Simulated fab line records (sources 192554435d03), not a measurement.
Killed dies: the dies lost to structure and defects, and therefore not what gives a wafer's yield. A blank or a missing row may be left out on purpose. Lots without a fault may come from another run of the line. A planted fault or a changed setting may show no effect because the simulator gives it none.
Lot-split experiment :: flow n5Finfet :: route with 1938 steps; 7 lots, 21 wafers read

== ABOUT THE SPLIT ==
At N5_SD_EPI_N_COAT_03 (resist thk 150 nm), the setting spinRpm was moved away from the recipe's 1500 rpm on 10 of the 21 wafers read, by -5.1% to +8.4%. All remaining wafers had this setting at the recipe value.

The reading is taken at the split's own step.

== THE READING ==
CAR-ArF-block_of_SD_EPI_N_COAT_03.thkNm (the simulator's own value, which no gauge read), in nm, at N5_SD_EPI_N_COAT_03 (resist thk 150 nm). The file does not state a usual value for it. Here, 11 wafers ran the recipe; their average is 150.1 nm with a standard deviation of 0.32 nm.

wafer: L075.3
tool, chamber at the split: lithoTrack-02, 0
spinRpm as run, rpm: 1500
against the recipe: recipe
CAR-ArF-block_of_SD_EPI_N_COAT_03.thkNm, nm: 149.4
against lot-mates on the recipe: -

wafer: L075.4
tool, chamber at the split: lithoTrack-02, 0
spinRpm as run, rpm: 1572
against the recipe: +4.8%
CAR-ArF-block_of_SD_EPI_N_COAT_03.thkNm, nm: 146
against lot-mates on the recipe: -3.4

wafer: L075.5
tool, chamber at the split: lithoTrack-02, 0
spinRpm as run, rpm: 1572
against the recipe: +4.8%
CAR-ArF-block_of_SD_EPI_N_COAT_03.thkNm, nm: 146.2
against lot-mates on the recipe: -3.2

wafer: L077.1
tool, chamber at the split: lithoTrack-05, 0
spinRpm as run, rpm: 1500
against the recipe: recipe
CAR-ArF-block_of_SD_EPI_N_COAT_03.thkNm, nm: 150.2
against lot-mates on the recipe: -

wafer: L077.3
tool, chamber at the split: lithoTrack-05, 0
spinRpm as run, rpm: 1500
against the recipe: recipe
CAR-ArF-block_of_SD_EPI_N_COAT_03.thkNm, nm: 150.2
against lot-mates on the recipe: -

wafer: L077.5
tool, chamber at the split: lithoTrack-05, 0
spinRpm as run, rpm: 1500
against the recipe: recipe
CAR-ArF-block_of_SD_EPI_N_COAT_03.thkNm, nm: 150.4
against lot-mates on the recipe: -

wafer: L080.1
tool, chamber at the split: lithoTrack-04, 0
spinRpm as run, rpm: 1456
against the recipe: -2.9%
CAR-ArF-block_of_SD_EPI_N_COAT_03.thkNm, nm: 151.8
against lot-mates on the recipe: +2.2

wafer: L080.3
tool, chamber at the split: lithoTrack-04, 0
spinRpm as run, rpm: 1456
against the recipe: -2.9%
CAR-ArF-block_of_SD_EPI_N_COAT_03.thkNm, nm: 151.6
against lot-mates on the recipe: +2.0

wafer: L080.4
tool, chamber at the split: lithoTrack-04, 0
spinRpm as run, rpm: 1500
against the recipe: recipe
CAR-ArF-block_of_SD_EPI_N_COAT_03.thkNm, nm: 149.6
against lot-mates on the recipe: -

wafer: L082.3
tool, chamber at the split: lithoTrack-04, 0
spinRpm as run, rpm: 1500
against the recipe: recipe
CAR-ArF-block_of_SD_EPI_N_COAT_03.thkNm, nm: 150
against lot-mates on the recipe: -

wafer: L082.4
tool, chamber at the split: lithoTrack-04, 0
spinRpm as run, rpm: 1424
against the recipe: -5.1%
CAR-ArF-block_of_SD_EPI_N_COAT_03.thkNm, nm: 153.6
against lot-mates on the recipe: +3.6

wafer: L082.5
tool, chamber at the split: lithoTrack-04, 0
spinRpm as run, rpm: 1424
against the recipe: -5.1%
CAR-ArF-block_of_SD_EPI_N_COAT_03.thkNm, nm: 153.6
against lot-mates on the recipe: +3.6

wafer: L087.4
tool, chamber at the split: lithoTrack-04, 0
spinRpm as run, rpm: 1500
against the recipe: recipe
CAR-ArF-block_of_SD_EPI_N_COAT_03.thkNm, nm: 150
against lot-mates on the recipe: -

wafer: L087.5
tool, chamber at the split: lithoTrack-04, 0
spinRpm as run, rpm: 1500
against the recipe: recipe
CAR-ArF-block_of_SD_EPI_N_COAT_03.thkNm, nm: 150
against lot-mates on the recipe: -

wafer: L087.6
tool, chamber at the split: lithoTrack-04, 0
spinRpm as run, rpm: 1500
against the recipe: recipe
CAR-ArF-block_of_SD_EPI_N_COAT_03.thkNm, nm: 150.2
against lot-mates on the recipe: -

wafer: L090.3
tool, chamber at the split: lithoTrack-02, 0
spinRpm as run, rpm: 1500
against the recipe: recipe
CAR-ArF-block_of_SD_EPI_N_COAT_03.thkNm, nm: 150.6
against lot-mates on the recipe: -

wafer: L090.4
tool, chamber at the split: lithoTrack-02, 0
spinRpm as run, rpm: 1626
against the recipe: +8.4%
CAR-ArF-block_of_SD_EPI_N_COAT_03.thkNm, nm: 144.2
against lot-mates on the recipe: -6.4

wafer: L090.6
tool, chamber at the split: lithoTrack-02, 0
spinRpm as run, rpm: 1626
against the recipe: +8.4%
CAR-ArF-block_of_SD_EPI_N_COAT_03.thkNm, nm: 144.2
against lot-mates on the recipe: -6.4

wafer: L091.2
tool, chamber at the split: lithoTrack-05, 0
spinRpm as run, rpm: 1565
against the recipe: +4.3%
CAR-ArF-block_of_SD_EPI_N_COAT_03.thkNm, nm: 146.8
against lot-mates on the recipe: -3.2

wafer: L091.3
tool, chamber at the split: lithoTrack-05, 0
spinRpm as run, rpm: 1565
against the recipe: +4.3%
CAR-ArF-block_of_SD_EPI_N_COAT_03.thkNm, nm: 146.6
against lot-mates on the recipe: -3.4

wafer: L091.4
tool, chamber at the split: lithoTrack-05, 0
spinRpm as run, rpm: 1500
against the recipe: recipe
CAR-ArF-block_of_SD_EPI_N_COAT_03.thkNm, nm: 150
against lot-mates on the recipe: -

THE FIT
A straight line over all 21 wafers: CAR-ArF-block_of_SD_EPI_N_COAT_03.thkNm changes by -0.712 nm for each +1% of spinRpm; r = -0.99; the points scatter about the line by 0.33 nm.
The same after taking each lot's own level away (the mean of its wafers on the recipe; 21 wafers): -0.737 nm for each +1%; r = -1.00; scatter 0.14 nm.
According to that fit, moving spinRpm by its largest amount changes the reading by 6.2 nm.
The lots' own levels span 149.40 to 150.60 nm, that is 3.7 times the standard deviation above.
So the lot-to-lot level changes the slope little: the two slopes agree.
Check: with one of the wafers moved furthest among these (+8.4%) left out of the fit, the line predicts -6.15 nm for it against its lot-mates. It came out at -6.4 nm against them.

== ADDITIONAL SPLITS CARRIED BY THESE WAFERS ==
Note: prior to the reading, these wafers also went through further splits. Each is held against what the fit with the lots' levels taken away leaves over:
other split on the same wafers: N5_ZERO_LAYER_PECVD_02 timeS
wafers away from the commonest value: 6
r with CAR-ArF-block_of_SD_EPI_N_COAT_03.thkNm (lot level and that fit taken away): -0.02

other split on the same wafers: N5_ZERO_LAYER_EXPOSE_08 doseMj
wafers away from the commonest value: 5
r with CAR-ArF-block_of_SD_EPI_N_COAT_03.thkNm (lot level and that fit taken away): +0.28

other split on the same wafers: N5_WELL_APT_EXPOSE_22 doseMj
wafers away from the commonest value: 9
r with CAR-ArF-block_of_SD_EPI_N_COAT_03.thkNm (lot level and that fit taken away): -0.30

other split on the same wafers: N5_WELL_APT_PEB_23 pebTimeS
wafers away from the commonest value: 5
r with CAR-ArF-block_of_SD_EPI_N_COAT_03.thkNm (lot level and that fit taken away): -0.11

other split on the same wafers: N5_FIN_CUT_ETCH_21 biasW
wafers away from the commonest value: 4
r with CAR-ArF-block_of_SD_EPI_N_COAT_03.thkNm (lot level and that fit taken away): +0.22

other split on the same wafers: N5_DUMMY_GATE_ETCH_31 targetDepthA
wafers away from the commonest value: 8
r with CAR-ArF-block_of_SD_EPI_N_COAT_03.thkNm (lot level and that fit taken away): +0.16

other split on the same wafers: N5_DUMMY_GATE_ETCH_32 timeS
wafers away from the commonest value: 4
r with CAR-ArF-block_of_SD_EPI_N_COAT_03.thkNm (lot level and that fit taken away): -0.01

== FILE'S OWN FIT ==
CAR-ArF-block_of_SD_EPI_N_COAT_03.thkNm changes by -0.738 nm for each +1% of spinRpm, r = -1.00.
